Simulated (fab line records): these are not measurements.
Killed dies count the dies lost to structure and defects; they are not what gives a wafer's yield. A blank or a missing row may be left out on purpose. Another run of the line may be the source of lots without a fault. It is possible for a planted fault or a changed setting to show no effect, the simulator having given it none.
Which tool was responsible? || flow n5_finfet || Sampling: 11 lots, 33 wafers, 3 of 1938 route steps

== WHAT EACH GAUGE READ, for each wafer ==
N5_BEOL_M9_CD_MEAS_35: target cd 70 nm, target cd y 40 nm.
{"lot": "L825", "measured": "day 10 12:53", "on": "cd_sem-01", "cd_nm (nm)": "69.7 70.3 69.4"}
{"lot": "L824", "measured": "day 10 12:41", "on": "cd_sem-01", "cd_nm (nm)": "70.3 70.2 69.7"}
{"lot": "L827", "measured": "day 11 09:50", "on": "cd_sem-03", "cd_nm (nm)": "69.7 68.3 69.7"}
{"lot": "L828", "measured": "day 11 12:08", "on": "cd_sem-02", "cd_nm (nm)": "70.3 70.8 69.5"}
{"lot": "L839", "measured": "day 14 07:35", "on": "cd_sem-02", "cd_nm (nm)": "68.7 69.7 69.2"}
{"lot": "L841", "measured": "day 14 20:32", "on": "cd_sem-02", "cd_nm (nm)": "69.8 70.4 69.9"}
{"lot": "L843", "measured": "day 14 22:29", "on": "cd_sem-03", "cd_nm (nm)": "68.2 68.1 68.1"}
{"lot": "L844", "measured": "day 15 10:09", "on": "cd_sem-02", "cd_nm (nm)": "70.1 70.9 69.4"}
{"lot": "L845", "measured": "day 16 00:46", "on": "cd_sem-03", "cd_nm (nm)": "69.2 69.1 70.5"}
{"lot": "L847", "measured": "day 16 05:26", "on": "cd_sem-02", "cd_nm (nm)": "69.6 68.7 70.2"}
{"lot": "L846", "measured": "day 16 05:56", "on": "cd_sem-03", "cd_nm (nm)": "69.9 70.7 70.1"}

== TOOL THAT RAN EACH LOT (tool first, then ch and the chambers of the sampled wafers, then the start) ==
{"lot": "L825", "N5_BEOL_M8_PRE_CLEAN_45": "pvd_sputter-01, day 10 05:06", "N5_BEOL_M9_STRIP_36": "rie_diel-03 ch 1,2,3, day 10 12:31"}
{"lot": "L824", "N5_BEOL_M8_PRE_CLEAN_45": "pvd_sputter-01, day 10 05:32", "N5_BEOL_M9_STRIP_36": "rie_diel-04 ch 0,1,3, day 10 12:19"}
{"lot": "L827", "N5_BEOL_M8_PRE_CLEAN_45": "pvd_sputter-03, day 10 23:58", "N5_BEOL_M9_STRIP_36": "rie_diel-04 ch 1,2,3, day 11 09:28"}
{"lot": "L828", "N5_BEOL_M8_PRE_CLEAN_45": "pvd_sputter-02, day 11 04:39", "N5_BEOL_M9_STRIP_36": "rie_diel-06 ch 0,2,3, day 11 11:47"}
{"lot": "L839", "N5_BEOL_M8_PRE_CLEAN_45": "pvd_sputter-02, day 14 00:21", "N5_BEOL_M9_STRIP_36": "rie_diel-06 ch 0,1,2, day 14 07:13"}
{"lot": "L841", "N5_BEOL_M8_PRE_CLEAN_45": "pvd_sputter-03, day 14 08:40", "N5_BEOL_M9_STRIP_36": "rie_diel-06 ch 0,1,2, day 14 20:09"}
{"lot": "L843", "N5_BEOL_M8_PRE_CLEAN_45": "pvd_sputter-02, day 14 12:49", "N5_BEOL_M9_STRIP_36": "rie_diel-04 ch 1,2, day 14 22:07"}
{"lot": "L844", "N5_BEOL_M8_PRE_CLEAN_45": "pvd_sputter-02, day 15 04:04", "N5_BEOL_M9_STRIP_36": "rie_diel-04 ch 1,2,3, day 15 09:46"}
{"lot": "L845", "N5_BEOL_M8_PRE_CLEAN_45": "pvd_sputter-02, day 15 14:18", "N5_BEOL_M9_STRIP_36": "rie_diel-03 ch 0,2,3, day 16 00:23"}
{"lot": "L847", "N5_BEOL_M8_PRE_CLEAN_45": "pvd_sputter-01, day 15 18:21", "N5_BEOL_M9_STRIP_36": "rie_diel-03 ch 0,2,3, day 16 05:05"}
{"lot": "L846", "N5_BEOL_M8_PRE_CLEAN_45": "pvd_sputter-02, day 15 18:37", "N5_BEOL_M9_STRIP_36": "rie_diel-04 ch 0,3, day 16 05:34"}
- N5_BEOL_M8_PRE_CLEAN_45: time 30 s.
- N5_BEOL_M9_STRIP_36: strips in N2/H2.

== THE ANSWER, worked out from the rows above alone ==
Rule: what is usual is taken from the lots themselves. Put in order of their means at a reading, lots are off if they are a third of the lots or fewer, leave a main group of 4 or more, and stand apart from it by a gap of 3 or more times the standard deviation of the main group's means; of several such gaps the widest counts. If all means in a main group match to the digits the tables above print for the reading, that group is not used. A lot without any number at a reading at which 4 lots or more have one is off too. All remaining lots with rows at the step are treated as sound.
No lot is off on any of the readings shown, so nothing can be concluded from this.

== WHAT WAS PUT IN BY THE SIMULATOR ==
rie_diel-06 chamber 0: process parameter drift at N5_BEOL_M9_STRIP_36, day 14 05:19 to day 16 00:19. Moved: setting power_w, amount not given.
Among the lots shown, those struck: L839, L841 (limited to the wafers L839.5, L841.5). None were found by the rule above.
